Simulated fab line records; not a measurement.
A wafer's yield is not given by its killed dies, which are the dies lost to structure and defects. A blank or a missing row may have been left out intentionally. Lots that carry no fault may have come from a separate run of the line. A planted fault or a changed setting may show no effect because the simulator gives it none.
A struck lot beside a sound one | flow n5_finfet | 28 out of 1938 route steps
Sound: wafers L939.2, L939.5, L939.6. Struck: wafers L951.4, L951.5 (left out: L951.2, a lot-mate that was not struck); the cause follows at the end.
At each step with rows: each side's tool, then ch and its chambers, then its first start. Under that, the readings that differ: sound wafers | struck wafers | difference of the means | sigmas: that difference in standard deviations of wafers without a fault.
alike: readings whose means differ by less than 2 such deviations, and words and numbers that are the same on both sides. not compared: withheld readings, readings that some wafer has no value for, bounds like >300 that may hide the same value, and numbers for which the record gives no deviation and whose values overlap.
Wherever a step has rows on one side only, a row that says differs or no value, or a row with sigmas, the two part there. When numbers do not overlap yet have no deviation, they are printed without sigmas and do not part them. A reading missing from all wafers of one side parts the sides only when that side holds two or more wafers.

first, 8 steps without rows for these wafers: N5_MOL_CONTACT_COAG_ANNEAL_112 (time 1800 s); N5_BEOL_M0_SAQP_PECVD_00 (deposits SiCN from 3MS/NH3, target thk 8 nm, time 14 s); N5_BEOL_M0_SAQP_ILD_DEP_01 (deposits SiOC from DEMS/O2, target thk 45.419 nm, time 8.7 s); N5_BEOL_M0_SAQP_HM_DEP_02 (deposits TiN, target thk 12 nm); N5_BEOL_M0_SAQP_PECVD_03 (deposits SiCN from 3MS/NH3, target thk 12 nm, time 21.1 s); N5_BEOL_M0_SAQP_PECVD_96 (deposits a-Si from SiH4/He, target thk 45 nm, time 45.2 s); N5_BEOL_M0_SAQP_PECVD_97 (deposits SiNx from SiH4/NH3/N2, target thk 23 nm, time 19.9 s); N5_BEOL_M0_SAQP_PECVD_04 (deposits a-Si from SiH4/He, target thk 60 nm, time 60.2 s).
N5_BEOL_M0_SAQP_HM_DEP_111: deposits SiO2 from SiH4/N2O, target thk 12 nm, time 7.2 s.
  sound on pecvd-04 ch 0,2, day 7 00:47; struck on pecvd-04 ch 0,1, day 9 23:39
  reading                                           | sound      | struck    | difference | sigmas
  model.SiO2_of_BEOL_M0_SAQP_HM_DEP_111.thk_nm (nm) | 12 12.2 12 | 16.2 16.2 | +4.1       |
  alike: heater_power_w, showerhead_plenum_p_Torr
  not compared: since_wet_clean_h
then, 12 steps without rows for these wafers: N5_BEOL_M0_SAQP_COAT_81 (time 60 s, resist thk 100 nm); N5_BEOL_M0_SAQP_COAT_82 (time 60 s, resist thk 30 nm); N5_BEOL_M0_SAQP_COAT_08 (resist thk 90 nm); N5_BEOL_M0_SAQP_EBR_10; N5_BEOL_M0_SAQP_SOFTBAKE_09 (time 60 s); N5_BEOL_M0_SAQP_EXPOSE_11 (exposes mask M0 CORE, target cd 42 nm); N5_BEOL_M0_SAQP_PEB_12 (peb time 60 s); N5_BEOL_M0_SAQP_DEVELOP_13 (develop time 30 s); N5_BEOL_M0_SAQP_DESCUM_19 (chemistry O2, time 7.9 s); N5_BEOL_M0_SAQP_ETCH_83 (etches SiARC in CF4, target depth 39 nm, time 65 s); N5_BEOL_M0_SAQP_ETCH_84 (etches SOC in N2/H2, target depth 100 nm, overetch 20 nm, time 150 s); N5_BEOL_M0_SAQP_STRIP_80 (strips in N2/H2).
N5_BEOL_M0_SAQP_HM_OPEN_112: chemistry CHF3/O2, target SiO2, stops on a-Si, target depth 12 nm, time 13.5 s.
  sound on rie_diel-06 ch 0,1,2, day 7 01:41; struck on rie_diel-03 ch 0,3, day 10 00:15
  reading                  | sound             | struck      | difference | sigmas
  model.etch.depth_nm (nm) | 11.95 12.25 12.05 | 16.24 16.27 | +4.17      |
  alike: drypump_motor_current_A, mfc_ar_sccm, oes_ar_750_au, oes_product_au, rf_vpp_V, showerhead_plenum_p_Torr, throttle_valve_pct
  not compared: rf_hours_counter_h
then, 3 steps without rows for these wafers: N5_BEOL_M0_SAQP_STRIP_113 (strips in CHF3/O2); N5_BEOL_M0_SAQP_MANDREL_ETCH_20 (etches a-Si in HBr/Cl2, stops on SiNx, target depth 60 nm, bt time 10 s, time 30 s); N5_BEOL_M0_SAQP_STRIP_86 (strips in N2/H2).
N5_BEOL_M0_SAQP_STRIP_115: strips in post etch residue remover, time 60 s.
  sound on wet_bench-03 ch 3,4,7, day 7 01:58; struck on wet_bench-03 ch 3,6, day 10 00:30
  reading                                           | sound        | struck    | difference | sigmas
  model.SiO2_of_BEOL_M0_SAQP_HM_DEP_111.thk_nm (nm) | 11.8 12.2 12 | 16.2 16.2 | +4.2       |
then, 1 step without rows for these wafers: N5_BEOL_M0_SAQP_SRD_93 (time 30 s).
-- here the record skips 3 days between the struck wafers' starts before and after, leaving off in module BEOL_M0_SAQP and picking up in module BEOL_M4 (first step shown: number 1111 of the route) --
N5_BEOL_M4_RC_MEAS_101:
  sound on prober-01 ch 0, day 9 13:05; struck on prober-02 ch 0, day 12 12:56
  alike: DIBL_N, DIBL_P, IOFF_N, IOFF_P, ION_N, ION_P, SS_N, SS_P, VT_N, VT_P

WHERE THEY PART
Nowhere in this record.

WHY: whatever the simulator had introduced
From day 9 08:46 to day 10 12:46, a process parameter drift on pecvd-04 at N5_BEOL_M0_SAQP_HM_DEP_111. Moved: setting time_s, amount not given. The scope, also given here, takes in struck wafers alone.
